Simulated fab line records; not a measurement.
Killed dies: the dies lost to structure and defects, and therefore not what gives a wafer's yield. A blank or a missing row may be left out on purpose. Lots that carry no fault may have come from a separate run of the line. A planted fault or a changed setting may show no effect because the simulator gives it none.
Matching of chambers + flow n5_finfet + N5_BEOL_M5_DESCUM_33 on rie_diel-02: 4 sister chambers
The step chemistry O2, time 7 s. 16 wafers are shown with their chamber, then 8 later ones without.

## EACH WAFER AND ITS CHAMBER
| wafer  | chamber | showerhead_plenum_p_Torr (Torr) | drypump_motor_current_A (A) | throttle_valve_pct (%) |
|--------|---------|---------------------------------|-----------------------------|------------------------|
| L074.3 | 1       | 2.04                            | 5.1                         | 20.42                  |
| L074.5 | 2       | 2.22                            | 5.8                         | 20.35                  |
| L074.6 | 3       | 2.05                            | 5.7                         | 20.41                  |
| L076.4 | 0       | 2.09                            | 5.8                         | 20.72                  |
| L076.5 | 1       | 2.04                            | 5.1                         | 20.41                  |
| L076.6 | 0       | 2.09                            | 5.7                         | 20.73                  |
| L077.2 | 3       | 2.04                            | 5.7                         | 20.42                  |
| L077.5 | 1       | 2.04                            | 5.1                         | 20.40                  |
| L077.6 | 0       | 2.09                            | 5.7                         | 20.75                  |
| L078.3 | 0       | 2.09                            | 5.7                         | 20.75                  |
| L078.4 | 3       | 2.04                            | 5.7                         | 20.43                  |
| L078.6 | 3       | 2.04                            | 5.7                         | 20.41                  |
| L080.2 | 2       | 2.22                            | 5.8                         | 20.35                  |
| L080.5 | 2       | 2.22                            | 5.8                         | 20.36                  |
| L080.6 | 3       | 2.04                            | 5.7                         | 20.43                  |
| L084.2 | 1       | 2.04                            | 5.1                         | 20.45                  |

SIGNATURES (averages over the wafers above)
| reading                  | chamber 0 | chamber 1 | chamber 2 | chamber 3 | scatter within a chamber |
|--------------------------|-----------|-----------|-----------|-----------|--------------------------|
| showerhead_plenum_p_Torr | 2.0900    | 2.0400    | 2.2200    | 2.0420    | 0.00258                  |
| drypump_motor_current_A  | 5.725     | 5.100     | 5.800     | 5.700     | 0.025                    |
| throttle_valve_pct       | 20.7375   | 20.4200   | 20.3533   | 20.4200   | 0.0146                   |
Rule: distance of a wafer from a chamber = root of the sum over the readings of ((wafer's reading minus chamber's mean) / reading's scatter) squared. If the next closest chamber is less than 2 further off than the closest, the wafer can't be placed; otherwise it belongs to the closest. The scatter: take each reading less its chamber's mean, square it, sum over the shown wafers, divide by the number of wafers less the number of chambers, and take the root.

## WAFERS WITHOUT THEIR CHAMBER
| wafer  | showerhead_plenum_p_Torr (Torr) | drypump_motor_current_A (A) | throttle_valve_pct (%) |
|--------|---------------------------------|-----------------------------|------------------------|
| L084.3 | 2.08                            | 5.7                         | 20.77                  |
| L084.5 | 2.04                            | 5.1                         | 20.44                  |
| L090.1 | 2.08                            | 5.7                         | 20.77                  |
| L090.3 | 2.04                            | 5.7                         | 20.46                  |
| L090.4 | 2.21                            | 5.8                         | 20.39                  |
| L092.1 | 2.03                            | 5.1                         | 20.47                  |
| L092.4 | 2.21                            | 5.8                         | 20.40                  |
| L092.6 | 2.08                            | 5.7                         | 20.78                  |

## WHICH CHAMBER EACH WENT THROUGH
| wafer  | from the rows above | in truth |
|--------|---------------------|----------|
| L084.3 | 0                   | 0        |
| L084.5 | 1                   | 1        |
| L090.1 | 0                   | 0        |
| L090.3 | 3                   | 3        |
| L090.4 | 2                   | 2        |
| L092.1 | 1                   | 1        |
| L092.4 | 2                   | 2        |
| L092.6 | 0                   | 0        |
8 of 8 placed correctly. Not placeable from these rows: 0. Wrongly placed: 0.
